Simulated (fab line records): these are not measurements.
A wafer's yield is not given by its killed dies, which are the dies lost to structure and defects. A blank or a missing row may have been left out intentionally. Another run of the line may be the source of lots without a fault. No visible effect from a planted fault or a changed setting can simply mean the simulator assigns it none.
Matching of chambers / flow n5-finfet / rie-diel-03 running N5_BEOL_M8_DESCUM_33: 4 sister chambers
The step chemistry O2, time 7 s. 18 wafers are shown with their chamber, then 9 later ones without.

WAFERS, EACH WITH ITS CHAMBER
wafer=L076.2; chamber=1; drypump-motor-current-A (A)=6.3; showerhead-plenum-p-Torr (Torr)=2.13; throttle-valve-pct (%)=20.62
wafer=L076.3; chamber=3; drypump-motor-current-A (A)=5.5; showerhead-plenum-p-Torr (Torr)=2.13; throttle-valve-pct (%)=20.43
wafer=L076.5; chamber=3; drypump-motor-current-A (A)=5.5; showerhead-plenum-p-Torr (Torr)=2.13; throttle-valve-pct (%)=20.43
wafer=L079.2; chamber=3; drypump-motor-current-A (A)=5.5; showerhead-plenum-p-Torr (Torr)=2.13; throttle-valve-pct (%)=20.45
wafer=L079.3; chamber=1; drypump-motor-current-A (A)=6.3; showerhead-plenum-p-Torr (Torr)=2.13; throttle-valve-pct (%)=20.65
wafer=L079.6; chamber=0; drypump-motor-current-A (A)=5.8; showerhead-plenum-p-Torr (Torr)=2.06; throttle-valve-pct (%)=20.19
wafer=L082.1; chamber=1; drypump-motor-current-A (A)=6.3; showerhead-plenum-p-Torr (Torr)=2.13; throttle-valve-pct (%)=20.64
wafer=L082.3; chamber=3; drypump-motor-current-A (A)=5.5; showerhead-plenum-p-Torr (Torr)=2.13; throttle-valve-pct (%)=20.44
wafer=L082.4; chamber=3; drypump-motor-current-A (A)=5.5; showerhead-plenum-p-Torr (Torr)=2.13; throttle-valve-pct (%)=20.44
wafer=L083.1; chamber=0; drypump-motor-current-A (A)=5.8; showerhead-plenum-p-Torr (Torr)=2.05; throttle-valve-pct (%)=20.21
wafer=L083.2; chamber=1; drypump-motor-current-A (A)=6.3; showerhead-plenum-p-Torr (Torr)=2.13; throttle-valve-pct (%)=20.65
wafer=L083.4; chamber=2; drypump-motor-current-A (A)=5.3; showerhead-plenum-p-Torr (Torr)=2.14; throttle-valve-pct (%)=20.32
wafer=L085.1; chamber=3; drypump-motor-current-A (A)=5.4; showerhead-plenum-p-Torr (Torr)=2.12; throttle-valve-pct (%)=20.48
wafer=L085.3; chamber=2; drypump-motor-current-A (A)=5.4; showerhead-plenum-p-Torr (Torr)=2.14; throttle-valve-pct (%)=20.34
wafer=L085.4; chamber=0; drypump-motor-current-A (A)=5.8; showerhead-plenum-p-Torr (Torr)=2.05; throttle-valve-pct (%)=20.24
wafer=L089.3; chamber=2; drypump-motor-current-A (A)=5.3; showerhead-plenum-p-Torr (Torr)=2.14; throttle-valve-pct (%)=20.34
wafer=L089.4; chamber=0; drypump-motor-current-A (A)=5.8; showerhead-plenum-p-Torr (Torr)=2.04; throttle-valve-pct (%)=20.24
wafer=L089.6; chamber=1; drypump-motor-current-A (A)=6.3; showerhead-plenum-p-Torr (Torr)=2.12; throttle-valve-pct (%)=20.68

SIGNATURES (averages over the wafers above)
reading=drypump-motor-current-A; chamber 0=5.800; chamber 1=6.300; chamber 2=5.333; chamber 3=5.483; scatter within a chamber=0.0327
reading=showerhead-plenum-p-Torr; chamber 0=2.0500; chamber 1=2.1280; chamber 2=2.1400; chamber 3=2.1283; scatter within a chamber=0.00509
reading=throttle-valve-pct; chamber 0=20.2200; chamber 1=20.6480; chamber 2=20.3333; chamber 3=20.4450; scatter within a chamber=0.0202
Rule: a wafer's distance from a chamber is the root of the sum, over the readings, of the square of ((its reading less the chamber's mean) divided by the reading's scatter). The wafer belongs to the nearest chamber; if the next one is less than 2 further off, it can't be placed. The scatter is the square root of a quotient: the sum, over the shown wafers, of each reading's squared deviation from its chamber's mean, divided by wafers minus chambers.

WAFERS WITHOUT THEIR CHAMBER
wafer=L092.1; drypump-motor-current-A (A)=6.4; showerhead-plenum-p-Torr (Torr)=2.12; throttle-valve-pct (%)=20.67
wafer=L092.4; drypump-motor-current-A (A)=5.4; showerhead-plenum-p-Torr (Torr)=2.12; throttle-valve-pct (%)=20.48
wafer=L092.6; drypump-motor-current-A (A)=5.5; showerhead-plenum-p-Torr (Torr)=2.12; throttle-valve-pct (%)=20.49
wafer=L094.2; drypump-motor-current-A (A)=6.3; showerhead-plenum-p-Torr (Torr)=2.12; throttle-valve-pct (%)=20.69
wafer=L094.3; drypump-motor-current-A (A)=5.5; showerhead-plenum-p-Torr (Torr)=2.12; throttle-valve-pct (%)=20.50
wafer=L094.5; drypump-motor-current-A (A)=5.8; showerhead-plenum-p-Torr (Torr)=2.04; throttle-valve-pct (%)=20.25
wafer=L097.1; drypump-motor-current-A (A)=5.4; showerhead-plenum-p-Torr (Torr)=2.13; throttle-valve-pct (%)=20.39
wafer=L097.4; drypump-motor-current-A (A)=6.3; showerhead-plenum-p-Torr (Torr)=2.11; throttle-valve-pct (%)=20.69
wafer=L097.5; drypump-motor-current-A (A)=5.8; showerhead-plenum-p-Torr (Torr)=2.04; throttle-valve-pct (%)=20.28

WHICH CHAMBER EACH WENT THROUGH
wafer=L092.1; from the rows above=1; in truth=1
wafer=L092.4; from the rows above=3; in truth=3
wafer=L092.6; from the rows above=3; in truth=3
wafer=L094.2; from the rows above=1; in truth=1
wafer=L094.3; from the rows above=3; in truth=3
wafer=L094.5; from the rows above=0; in truth=0
wafer=L097.1; from the rows above=can't be placed: 3 or 2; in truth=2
wafer=L097.4; from the rows above=1; in truth=1
wafer=L097.5; from the rows above=0; in truth=0
Placed correctly: 8 of 9. Not placeable from these rows: 1 (in 1, the candidates include the true chamber). Placed wrongly: 0.
